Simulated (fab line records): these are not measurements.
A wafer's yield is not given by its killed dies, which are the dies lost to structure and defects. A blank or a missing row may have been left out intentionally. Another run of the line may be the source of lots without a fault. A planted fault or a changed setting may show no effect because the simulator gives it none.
Split-lot study    flow n5_finfet    21 wafers read across 7 lots, on a route 1938 steps long

THE SPLIT ITSELF
At N5_BEOL_M10_COAT_64 (time 60 s, resist thk 30 nm), the setting spin_rpm was moved away from the recipe's 1500 rpm on 7 of the 21 wafers read, by -10.1% to +9.2%. The other wafers ran this setting at the recipe's value.

The split's own step is where the reading is taken.

THE READING
SiARC_of_BEOL_M10_COAT_64.thk_nm (the simulator's own value, which no gauge read), in nm, at N5_BEOL_M10_COAT_64 (time 60 s, resist thk 30 nm). No usual value for it is given in the file. Across the 14 wafers here that went through the recipe, the average is 30.0 nm and the standard deviation 0.091 nm.

wafer   tool, chamber at the split  spin_rpm as run, rpm  against the recipe  SiARC_of_BEOL_M10_COAT_64.thk_nm, nm  against lot-mates on the recipe
L076.3  litho_track-04, 0           1348                  -10.1%              31.6                                  +1.6
L076.5  litho_track-04, 0           1500                  recipe              30                                    -
L076.6  litho_track-04, 0           1500                  recipe              30                                    -
L080.2  litho_track-02, 0           1500                  recipe              30                                    -
L080.5  litho_track-02, 0           1500                  recipe              30                                    -
L080.6  litho_track-02, 0           1500                  recipe              30.2                                  -
L082.3  litho_track-04, 0           1500                  recipe              29.8                                  -
L082.5  litho_track-04, 0           1405                  -6.3%               31                                    +1.2
L082.6  litho_track-04, 0           1405                  -6.3%               30.8                                  +1.0
L084.1  litho_track-04, 0           1363                  -9.1%               31.4                                  +1.5
L084.2  litho_track-04, 0           1500                  recipe              30                                    -
L084.6  litho_track-04, 0           1500                  recipe              29.8                                  -
L094.1  litho_track-03, 0           1500                  recipe              30                                    -
L094.4  litho_track-03, 0           1500                  recipe              30                                    -
L094.5  litho_track-03, 0           1500                  recipe              30                                    -
L089.1  litho_track-03, 0           1500                  recipe              30                                    -
L089.4  litho_track-03, 0           1500                  recipe              30                                    -
L089.6  litho_track-03, 0           1638                  +9.2%               28.6                                  -1.4
L091.3  litho_track-03, 0           1454                  -3.1%               30.6                                  +0.6
L091.5  litho_track-03, 0           1454                  -3.1%               30.6                                  +0.6
L091.4  litho_track-03, 0           1500                  recipe              30                                    -

THE FIT
A straight line over all 21 wafers: SiARC_of_BEOL_M10_COAT_64.thk_nm changes by -0.154 nm for each +1% of spin_rpm; r = -0.99; the points scatter about the line by 0.099 nm.
The same after taking each lot's own level away (the mean of its wafers on the recipe; 21 wafers): -0.162 nm for each +1%; r = -0.99; scatter 0.073 nm.
On that fit, the largest move of spin_rpm shifts the reading by 1.6 nm.
Across the lots, their own levels run from 29.80 to 30.07 nm, a range of 2.9 times the standard deviation given above.
Hence the lot-to-lot level has little effect on the slope; both slopes agree.
Check: +1.68 nm against its lot-mates is what the line predicts for one of the wafers moved furthest among these (-10.1%) when that wafer is left out of the fit. Against them it came out at +1.6 nm.

THESE WAFERS: OTHER SPLITS
Before the reading, these wafers also passed through other splits. Each is held against what the fit with the lots' levels taken away leaves over:
other split on the same wafers  wafers away from the commonest value  r with SiARC_of_BEOL_M10_COAT_64.thk_nm (lot level and that fit taken away)
N5_BEOL_M8_EXPOSE_08 dose_mj    7                                     -0.06
N5_BEOL_M9_ILD_DEP_00 time_s    2                                     +0.08
N5_BEOL_M9_EXPOSE_25 dose_mj    11                                    -0.01
N5_BEOL_M9_ETCH_66 time_s       2                                     +0.02

FILE'S OWN FIT
SiARC_of_BEOL_M10_COAT_64.thk_nm changes by -0.161 nm for each +1% of spin_rpm, r = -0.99.
